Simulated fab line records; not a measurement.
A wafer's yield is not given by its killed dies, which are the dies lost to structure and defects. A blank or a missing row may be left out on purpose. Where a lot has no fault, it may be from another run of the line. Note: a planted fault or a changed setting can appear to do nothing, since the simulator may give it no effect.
Split-lot study | flow n5Finfet | on a route of 1938 steps: 7 lots, 21 wafers read

## THE SPLIT
At N5_HKMG_FIN_COAT_30 (time 60 s, resist thk 35 nm), the setting spinRpm was moved away from the recipe's 1500 rpm on 2 of the 21 wafers read, by -5.0% to +5.5%. For the rest of the wafers, this setting stayed at what the recipe calls for.

## FROM THE SPLIT TO THE READING: what the file shows between them, 4 steps
- N5_HKMG_FIN_PEB_10: peb time 60 s (also split here: pebTimeS)
- N5_HKMG_FIN_DEVELOP_11: develop time 30 s
- N5_HKMG_FIN_CD_MEAS_12: target cd 92.8 nm
- N5_HKMG_FIN_DESCUM_17: chemistry O2, time 7.9 s

## THE READING
etch.depthNm (the simulator's own value, which no gauge read), in nm, at N5_HKMG_FIN_ETCH_31 (etches SiARC in CF4, target depth 45.5 nm, time 75.8 s). No usual value for it is given in the file. Across the 19 wafers here that went through the recipe, the average is 35.01 nm and the standard deviation 0.075 nm.

wafer  | tool, chamber at the split | spinRpm as run, rpm | against the recipe | etch.depthNm, nm | against lot-mates on the recipe
L074.1 | lithoTrack-05, 0           | 1500                | recipe             | 35.07            | -
L074.3 | lithoTrack-05, 0           | 1500                | recipe             | 34.9             | -
L074.4 | lithoTrack-05, 0           | 1500                | recipe             | 35.04            | -
L078.1 | lithoTrack-01, 0           | 1500                | recipe             | 35.04            | -
L078.2 | lithoTrack-01, 0           | 1500                | recipe             | 35.08            | -
L078.5 | lithoTrack-01, 0           | 1500                | recipe             | 35.07            | -
L079.1 | lithoTrack-04, 0           | 1500                | recipe             | 35.1             | -
L079.3 | lithoTrack-04, 0           | 1425                | -5.0%              | 36.01            | +0.92
L079.4 | lithoTrack-04, 0           | 1500                | recipe             | 35.07            | -
L084.1 | lithoTrack-01, 0           | 1500                | recipe             | 35.05            | -
L084.2 | lithoTrack-01, 0           | 1500                | recipe             | 34.87            | -
L084.4 | lithoTrack-01, 0           | 1583                | +5.5%              | 33.93            | -1.03
L085.3 | lithoTrack-01, 0           | 1500                | recipe             | 34.98            | -
L085.4 | lithoTrack-01, 0           | 1500                | recipe             | 34.86            | -
L085.5 | lithoTrack-01, 0           | 1500                | recipe             | 34.97            | -
L086.1 | lithoTrack-05, 0           | 1500                | recipe             | 35.05            | -
L086.3 | lithoTrack-05, 0           | 1500                | recipe             | 35.05            | -
L086.5 | lithoTrack-05, 0           | 1500                | recipe             | 35.07            | -
L089.3 | lithoTrack-01, 0           | 1500                | recipe             | 34.97            | -
L089.5 | lithoTrack-01, 0           | 1500                | recipe             | 34.91            | -
L089.6 | lithoTrack-01, 0           | 1500                | recipe             | 34.95            | -

FIT RESULTS
A straight line over all 21 wafers: etch.depthNm changes by -0.197 nm for each +1% of spinRpm; r = -0.98; the points scatter about the line by 0.075 nm.
The same after taking each lot's own level away (the mean of its wafers on the recipe; 21 wafers): -0.186 nm for each +1%; r = -0.99; scatter 0.049 nm.
Per that fit: largest spinRpm move, reading shift of 1 nm.
The lots' own levels span 34.937 to 35.085 nm, that is 2.0 times the standard deviation above.
The two slopes agree, so the slope changes little with the lot-to-lot level.
Check: -1.02 nm against its lot-mates is what the line predicts for one of the wafers moved furthest among these (+5.5%) when that wafer is left out of the fit. Against them it came out at -1.03 nm.

## OTHER SPLITS ON THESE WAFERS
Before the reading, these wafers also passed through other splits. Each is held against what the fit with the lots' levels taken away leaves over:
other split on the same wafers   | wafers away from the commonest value | r with etch.depthNm (lot level and that fit taken away)
N5_DUMMY_GATE_COAT_28 spinRpm    | 5                                    | -0.01
N5_SD_EPI_N_ETCH_45 targetDepthA | 8                                    | +0.16
N5_SD_EPI_N_EPI_21 tempC         | 6                                    | +0.14
N5_SDB_ETCH_18 sourceW           | 6                                    | -0.29
N5_HKMG_FIN_PEB_10 pebTimeS      | 5                                    | +0.04

## THE WHOLE CHAIN: every reading that the file lists as answering this split, in the file's order
step                | what it does                                           | reading                                                                            | change (the file's fit)               | r (the file's)
N5_HKMG_FIN_COAT_30 | time 60 s, resist thk 35 nm                            | SiARC_of_HKMG_FIN_COAT_30.thkNm (the simulator's own value, which no gauge read)   | -0.179 nm for each +1% of the setting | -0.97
N5_HKMG_FIN_ETCH_31 | etches SiARC in CF4, target depth 45.5 nm, time 75.8 s | CAR-ArF_of_HKMG_FIN_COAT_06.thkNm (the simulator's own value, which no gauge read) | +0.199 nm for each +1% of the setting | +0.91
N5_HKMG_FIN_ETCH_31 | etches SiARC in CF4, target depth 45.5 nm, time 75.8 s | etch.depthNm (the simulator's own value, which no gauge read)                      | -0.185 nm for each +1% of the setting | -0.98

## FILE'S OWN FIT
etch.depthNm changes by -0.185 nm for each +1% of spinRpm, r = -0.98.
